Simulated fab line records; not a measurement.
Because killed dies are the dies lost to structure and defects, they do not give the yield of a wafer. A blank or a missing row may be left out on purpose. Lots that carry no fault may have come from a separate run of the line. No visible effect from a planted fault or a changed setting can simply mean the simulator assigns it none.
What tool caused it? -- flow nand_harc -- 24 lots with 72 wafers sampled at 6 steps, on a route of 1302 steps

== WHAT EACH GAUGE READ, for each wafer ==
NHARC_A_SGD_CUT_OVL_MEAS_10.
lot,measured,on,overlay_x_nm (nm),overlay_y_nm (nm)
L074,day 18 06:05,overlay-01,-0.3 -1.1 -0.5,0.4 0.4 0.9
L075,day 19 14:30,overlay-01,-1.1 -1.1 -0.6,-1.0 -0.6 -0.6
L077,day 20 02:46,overlay-02,0.5 0.5 0.6,-0.3 -0.4 -0.8
L076,day 20 03:23,overlay-01,0.2 0.4 0.3,-2.9 -2.2 -2.7
L078,day 21 03:25,overlay-02,-1.2 -1.4 -1.5,-1.1 -1.1 -0.3
L080,day 21 08:21,overlay-01,-0.1 0.1 0.0,-0.4 -0.9 0.4
L079,day 21 08:46,overlay-02,1.6 1.3 0.9,0.0 0.6 0.1
L082,day 22 01:32,overlay-02,0.2 0.4 -0.2,0.9 0.5 0.2
L081,day 22 01:41,overlay-01,-0.8 -1.3 -1.1,-1.1 -1.7 -1.2
L083,day 22 16:17,overlay-01,1.1 0.8 1.0,0.5 -0.4 -0.7
L084,day 23 06:38,overlay-01,-0.5 -0.5 -0.4,0.9 1.2 0.9
L085,day 23 07:54,overlay-02,0.3 0.2 0.0,0.3 0.0 0.1
L086,day 23 21:37,overlay-02,-0.8 -0.8 -1.0,1.3 0.8 0.5
L087,day 23 22:25,overlay-02,0.2 0.1 -0.3,-0.3 0.3 0.7
L089,day 25 05:14,overlay-01,0.7 -0.1 0.7,-0.2 0.2 -0.1
L088,day 25 11:50,overlay-01,-0.1 0.2 0.0,0.4 -0.1 0.0
L090,day 25 21:31,overlay-01,0.0 0.2 0.0,0.8 0.2 0.7
L091,day 25 22:22,overlay-02,0.7 0.8 0.5,0.4 0.3 1.1
L092,day 26 08:11,overlay-02,-0.1 0.2 -0.1,-0.3 -0.8 -0.8
L093,day 27 02:14,overlay-01,-2.7 -2.0 -1.8,0.4 1.0 0.2
L094,day 27 02:24,overlay-01,0.5 0.6 0.3,-1.0 -1.4 -1.3
L095,day 27 19:32,overlay-02,1.2 1.1 0.8,-0.6 0.0 -0.3
L096,day 28 04:47,overlay-01,-0.4 -0.2 -0.9,-1.7 -1.9 -1.2
L097,day 28 05:03,overlay-02,0.8 0.8 1.3,0.3 0.2 0.1

NHARC_A_SLIT_CD_MEAS_09: target cd 300 nm.
lot,measured,on,cd_nm (nm)
L074,day 18 20:43,cd_sem-01,299.6 299.6 299.0
L075,day 20 02:16,cd_sem-02,300.0 299.6 300.7
L077,day 20 14:59,cd_sem-02,299.7 299.3 299.3
L076,day 20 14:08,cd_sem-02,299.3 299.9 299.4
L078,day 21 16:26,cd_sem-03,299.9 299.2 299.8
L080,day 21 22:16,cd_sem-03,300.2 300.7 300.2
L079,day 21 22:07,cd_sem-03,299.5 299.6 299.3
L082,day 22 13:06,cd_sem-03,300.0 300.2 300.1
L081,day 22 13:15,cd_sem-01,300.0 299.7 299.6
L083,day 23 04:14,cd_sem-03,299.9 300.5 300.0
L084,day 23 18:29,cd_sem-01,300.6 300.1 300.4
L085,day 23 19:37,cd_sem-03,300.1 299.6 299.1
L086,day 24 12:35,cd_sem-02,299.2 299.2 299.7
L087,day 24 12:11,cd_sem-01,300.3 299.9 299.5
L089,day 25 19:52,cd_sem-03,300.7 300.1 300.4
L088,day 26 00:56,cd_sem-01,300.5 300.1 299.8
L090,day 26 10:31,cd_sem-02,300.0 300.0 300.1
L091,day 26 11:18,cd_sem-01,299.7 300.6 299.7
L092,day 26 21:25,cd_sem-03,300.5 300.7 300.7
L093,day 27 14:23,cd_sem-03,300.3 300.6 300.4
L094,day 27 13:54,cd_sem-01,300.1 300.2 300.2
L095,day 28 08:19,cd_sem-02,299.4 299.5 299.7
L096,day 28 16:28,cd_sem-01,300.0 300.2 300.1
L097,day 28 16:38,cd_sem-03,300.0 300.1 300.3

NHARC_A_SIN_REMOVE_INSPECT_04.
lot,measured,on,raw_defect_count
L074,day 19 10:59,defect_inspect-01,408 391 292
L075,day 20 15:17,defect_inspect-01,490 465 370
L077,day 21 03:08,defect_inspect-02,396 442 342
L076,day 21 03:08,defect_inspect-01,515 402 399
L078,day 22 05:23,defect_inspect-01,252 295 313
L080,day 22 11:13,defect_inspect-01,310 337 415
L079,day 22 11:13,defect_inspect-02,331 397 428
L082,day 23 02:13,defect_inspect-02,403 407 480
L081,day 23 02:13,defect_inspect-01,316 358 299
L083,day 23 22:25,defect_inspect-02,594 429 397
L084,day 24 10:36,defect_inspect-01,266 325 334
L085,day 24 10:38,defect_inspect-02,332 358 303
L086,day 25 01:21,defect_inspect-01,362 340 384
L087,day 25 01:20,defect_inspect-02,419 458 412
L089,day 26 08:56,defect_inspect-01,416 349 479
L088,day 26 14:46,defect_inspect-01,384 433 357
L090,day 26 23:38,defect_inspect-02,434 500 421
L091,day 27 02:59,defect_inspect-02,418 424 394
L092,day 27 10:29,defect_inspect-02,338 328 298
L093,day 28 04:59,defect_inspect-01,378 401 279
L094,day 28 03:09,defect_inspect-02,285 348 490
L095,day 29 03:41,defect_inspect-02,397 487 337
L096,day 29 07:30,defect_inspect-01,324 346 417
L097,day 29 11:20,defect_inspect-01,263 285 255

== WHICH TOOL RAN EACH LOT (tool, then ch and the chambers of the sampled wafers, then the start) ==
lot,NHARC_A_STAIRCASE_ETCHBACK_157,NHARC_A_SGD_CUT_DEP_00,NHARC_A_SGD_CUT_DESCUM_14
L074,"rie_diel-04 ch 1,2,3, day 18 04:27","pecvd-03 ch 1,2, day 18 05:25","rie_diel-12 ch 0,1,3, day 18 06:11"
L075,"rie_diel-09 ch 1,2,3, day 19 12:52","pecvd-01 ch 0,1,2, day 19 13:49","rie_diel-08 ch 0,2,3, day 19 14:37"
L077,"rie_diel-01 ch 0,1,3, day 20 01:04","pecvd-02 ch 0,1,2, day 20 02:10","rie_diel-08 ch 2,3, day 20 02:52"
L076,"rie_diel-04 ch 0,2, day 20 01:17","pecvd-03 ch 0,2, day 20 02:37","rie_diel-12 ch 1,2,3, day 20 03:30"
L078,"rie_diel-04 ch 0,1,3, day 21 01:41","pecvd-01 ch 0,1,2, day 21 02:37","rie_diel-05 ch 1,2, day 21 03:31"
L080,"rie_diel-01 ch 1,2,3, day 21 06:42","pecvd-01 ch 1,2, day 21 07:42","rie_diel-12 ch 0,2, day 21 08:28"
L079,"rie_diel-09 ch 2,3, day 21 06:59","pecvd-02 ch 0,1, day 21 07:58","rie_diel-08 ch 0,3, day 21 08:52"
L082,"rie_diel-04 ch 0,1,3, day 21 23:35","pecvd-03 ch 1,2, day 22 00:51","rie_diel-08 ch 2,3, day 22 01:38"
L081,"rie_diel-04 ch 1,2,3, day 21 23:43","pecvd-02 ch 0,1,2, day 22 00:52","rie_diel-05 ch 0,2,3, day 22 01:47"
L083,"rie_diel-04 ch 2,3, day 22 14:31","pecvd-03 ch 0,1, day 22 15:30","rie_diel-12 ch 0,1,3, day 22 16:24"
L084,"rie_diel-09 ch 0,1, day 23 05:01","pecvd-02 ch 1,2, day 23 05:58","rie_diel-05 ch 1,2,3, day 23 06:46"
L085,"rie_diel-01 ch 0,1,3, day 23 06:16","pecvd-02 ch 0,1,2, day 23 07:13","rie_diel-12 ch 0,1,2, day 23 08:00"
L086,"rie_diel-04 ch 0,1,2, day 23 19:59","pecvd-01 ch 0,1,2, day 23 20:59","rie_diel-05 ch 0,2,3, day 23 21:44"
L087,"rie_diel-04 ch 0,1,3, day 23 20:37","pecvd-01 ch 1,2, day 23 21:36","rie_diel-12 ch 0,2,3, day 23 22:31"
L089,"rie_diel-09 ch 1,2,3, day 25 03:26","pecvd-03 ch 1,2, day 25 04:25","rie_diel-05 ch 1,3, day 25 05:20"
L088,"rie_diel-04 ch 0,3, day 25 10:02","pecvd-02 ch 0,1,2, day 25 11:02","rie_diel-12 ch 1,2, day 25 11:57"
L090,"rie_diel-09 ch 0,2,3, day 25 19:52","pecvd-01 ch 0,1,2, day 25 20:50","rie_diel-08 ch 0,1,2, day 25 21:38"
L091,"rie_diel-09 ch 1,2,3, day 25 20:36","pecvd-01 ch 0,2, day 25 21:34","rie_diel-12 ch 1,3, day 25 22:28"
L092,"rie_diel-09 ch 0,1,3, day 26 06:25","pecvd-02 ch 0,2, day 26 07:26","rie_diel-05 ch 0,1, day 26 08:17"
L093,"rie_diel-04 ch 0,1, day 27 00:22","pecvd-03 ch 0,1, day 27 01:27","rie_diel-08 ch 1,3, day 27 02:20"
L094,"rie_diel-01 ch 1,2, day 27 00:38","pecvd-01 ch 0,2, day 27 01:38","rie_diel-05 ch 1,3, day 27 02:30"
L095,"rie_diel-09 ch 2,3, day 27 17:46","pecvd-02 ch 0,1, day 27 18:47","rie_diel-08 ch 0,2, day 27 19:39"
L096,"rie_diel-09 ch 0,2,3, day 28 03:02","pecvd-01 ch 0,1,2, day 28 04:01","rie_diel-05 ch 1,2, day 28 04:53"
L097,"rie_diel-09 ch 0,1, day 28 03:16","pecvd-01 ch 0,1,2, day 28 04:14","rie_diel-08 ch 0,1, day 28 05:08"
- NHARC_A_STAIRCASE_ETCHBACK_157: etches the open film in CH3F/O2, target depth 90 nm, time 167.14 s.
- NHARC_A_SGD_CUT_DEP_00: deposits SiNx, target thk 50 nm.
- NHARC_A_SGD_CUT_DESCUM_14: chemistry O2, time 3 s.

== WHAT THE TOOLS THEMSELVES READ (means of the sampled wafers that have a number; where no wafer has one, the mark that the record gives instead) ==
NHARC_A_STAIRCASE_ETCHBACK_157.
lot,tool,drypump_motor_current_A (A),oes_product_au (a.u.),rf_fwd_power_W (W),rf_vpp_V (V),showerhead_plenum_p_Torr (Torr),throttle_valve_pct (%)
L074,rie_diel-04,5.8,0.934,498.1,245.7,2.55,20.664
L075,rie_diel-09,5.4,1.000,496.3,244.8,2.49,20.665
L077,rie_diel-01,5.8,0.997,498.0,241.4,2.31,20.651
L076,rie_diel-04,5.4,0.994,498.5,244.0,2.46,20.667
L078,rie_diel-04,5.8,0.971,497.8,245.4,2.51,20.659
L080,rie_diel-01,5.8,0.921,497.9,243.8,2.38,20.657
L079,rie_diel-09,5.5,0.931,498.7,243.6,2.43,20.671
L082,rie_diel-04,5.8,0.998,499.5,244.4,2.51,20.669
L081,rie_diel-04,5.8,0.966,498.0,245.6,2.54,20.666
L083,rie_diel-04,6.0,0.994,499.3,247.2,2.59,20.658
L084,rie_diel-09,5.3,1.001,495.8,243.9,2.50,20.659
L085,rie_diel-01,5.8,0.976,497.5,241.9,2.29,20.658
L086,rie_diel-04,5.5,0.995,496.3,244.9,2.46,20.663
L087,rie_diel-04,5.8,0.981,496.7,245.1,2.50,20.665
L089,rie_diel-09,5.4,0.991,499.0,245.3,2.48,20.658
L088,rie_diel-04,6.0,0.977,497.5,245.4,2.55,20.661
L090,rie_diel-09,5.4,0.956,497.0,244.4,2.43,20.666
L091,rie_diel-09,5.4,0.930,497.3,244.9,2.48,20.673
L092,rie_diel-09,5.3,0.951,497.2,244.3,2.49,20.664
L093,rie_diel-04,5.5,0.924,499.1,243.2,2.41,20.668
L094,rie_diel-01,5.3,0.951,498.7,242.8,2.35,20.661
L095,rie_diel-09,5.4,0.946,498.4,244.5,2.47,20.653
L096,rie_diel-09,5.4,0.999,496.8,243.7,2.42,20.664
L097,rie_diel-09,5.3,0.934,496.5,244.0,2.48,20.663

NHARC_A_SGD_CUT_DEP_00.
lot,tool,heater_power_w (W),rf_fwd_power_W (W)
L074,pecvd-03,602,446.8
L075,pecvd-01,705,448.3
L077,pecvd-02,641,446.5
L076,pecvd-03,781,447.6
L078,pecvd-01,670,447.3
L080,pecvd-01,614,447.5
L079,pecvd-02,678,447.3
L082,pecvd-03,693,447.6
L081,pecvd-02,665,446.7
L083,pecvd-03,705,447.5
L084,pecvd-02,580,445.9
L085,pecvd-02,664,447.7
L086,pecvd-01,649,448.0
L087,pecvd-01,646,447.3
L089,pecvd-03,638,446.5
L088,pecvd-02,684,446.8
L090,pecvd-01,692,448.7
L091,pecvd-01,673,447.6
L092,pecvd-02,708,447.2
L093,pecvd-03,673,444.6
L094,pecvd-01,656,448.0
L095,pecvd-02,711,447.3
L096,pecvd-01,679,447.1
L097,pecvd-01,664,448.1

NHARC_A_SGD_CUT_DESCUM_14.
lot,tool,drypump_motor_current_A (A),oes_product_au (a.u.),rf_vpp_V (V),showerhead_plenum_p_Torr (Torr),throttle_valve_pct (%)
L074,rie_diel-12,5.9,0.997,58.1,1.92,11.305
L075,rie_diel-08,5.5,0.999,57.9,1.92,11.312
L077,rie_diel-08,5.6,0.994,57.2,1.87,11.316
L076,rie_diel-12,5.8,1.000,56.8,1.90,11.311
L078,rie_diel-05,5.4,0.995,56.7,1.85,11.313
L080,rie_diel-12,5.3,1.001,57.6,1.89,11.317
L079,rie_diel-08,5.3,0.997,57.4,1.98,11.309
L082,rie_diel-08,5.6,0.991,57.7,1.87,11.314
L081,rie_diel-05,5.7,0.993,58.0,1.90,11.310
L083,rie_diel-12,5.9,0.989,57.2,1.92,11.303
L084,rie_diel-05,5.7,0.999,58.3,1.89,11.314
L085,rie_diel-12,5.4,1.001,57.5,1.90,11.314
L086,rie_diel-05,5.7,1.001,57.8,1.90,11.318
L087,rie_diel-12,5.7,0.997,57.6,1.88,11.314
L089,rie_diel-05,5.8,1.000,58.4,1.94,11.302
L088,rie_diel-12,5.5,0.996,58.5,1.91,11.308
L090,rie_diel-08,5.6,0.999,58.7,1.89,11.312
L091,rie_diel-12,6.2,0.999,58.8,1.91,11.310
L092,rie_diel-05,5.3,0.990,58.4,2.00,11.309
L093,rie_diel-08,5.8,0.991,57.1,1.82,11.315
L094,rie_diel-05,5.5,0.998,58.4,1.96,11.309
L095,rie_diel-08,5.5,0.997,58.0,1.90,11.310
L096,rie_diel-05,5.5,0.994,56.7,1.85,11.307
L097,rie_diel-08,5.4,0.990,58.2,1.95,11.309

== THE ANSWER, worked out from the rows above alone ==
Rule: usual is defined by the lots themselves. The widest of any qualifying gaps counts: lots, ordered by their means at a reading, are off when they make up no more than a third of the lots, leave a main group of 4 or more, and stand apart from it by 3 or more times the standard deviation of that group's means. The tables above print the reading to a certain number of digits; a main group whose means all agree to those digits is not used. Also off: a lot with no number at a reading for which 4 or more lots have one. All remaining lots with rows at the step are treated as sound. Order of review: gauges by route order, followed by the tools' own readings, for which a lot's mean as printed above is used. The first step at which some lot is off is used, and at that step the reading that is off furthest; a lot without a number counts as furthest.
Across all readings shown, no lot is off: no conclusion can be drawn from this.

== WHAT THE SIMULATOR PUT IN ==
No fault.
